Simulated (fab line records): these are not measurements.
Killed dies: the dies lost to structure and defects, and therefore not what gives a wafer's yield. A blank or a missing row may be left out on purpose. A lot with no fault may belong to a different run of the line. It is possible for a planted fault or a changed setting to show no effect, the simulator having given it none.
Chamber matching | flow n5Finfet | rieDiel-02 running N5_BEOL_M1_STRIP_19: 4 sister chambers
The step strips in O2. 4 wafers are shown with their chamber, then 12 later ones without.

## WAFERS, EACH WITH ITS CHAMBER
wafer  | chamber | showerheadPlenumPTorr (Torr)
L090.1 | 0       | 2.12
L091.1 | 3       | 2.22
L091.2 | 2       | 2.18
L091.4 | 1       | 2.11

## WAFERS WHOSE CHAMBER IS MISSING
wafer  | showerheadPlenumPTorr (Torr)
L092.2 | 2.18
L092.4 | 2.11
L092.5 | 2.11
L094.4 | 2.21
L094.5 | 2.11
L094.6 | 2.18
L095.1 | 2.18
L095.3 | 2.21
L095.6 | 2.21
L096.1 | 2.18
L096.3 | 2.11
L096.4 | 2.21

## EACH ONE'S CHAMBER
wafer  | from the rows above     | in truth
L092.2 | 2                       | 2
L092.4 | can't be placed: 1 or 0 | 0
L092.5 | can't be placed: 1 or 0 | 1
L094.4 | 3                       | 3
L094.5 | can't be placed: 1 or 0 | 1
L094.6 | 2                       | 2
L095.1 | 2                       | 2
L095.3 | 3                       | 3
L095.6 | 3                       | 3
L096.1 | 2                       | 2
L096.3 | can't be placed: 1 or 0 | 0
L096.4 | 3                       | 3
Correctly placed: 8 of 12. From these rows, 4 cannot be placed; in 4 the true chamber is one of the candidates. Placed wrongly: 0.
How it was worked out, from the rows above alone: a wafer's distance from a chamber is the root of the sum, over the readings, of the square of ((its reading less the chamber's mean) divided by the reading's scatter). If the next closest chamber is less than 2 further off than the closest, the wafer can't be placed; otherwise it belongs to the closest. Each chamber's mean is taken over the wafers shown for it. The scatter: root of mean squared gap, hidden wafer to nearest shown wafer, with one shown wafer a chamber.
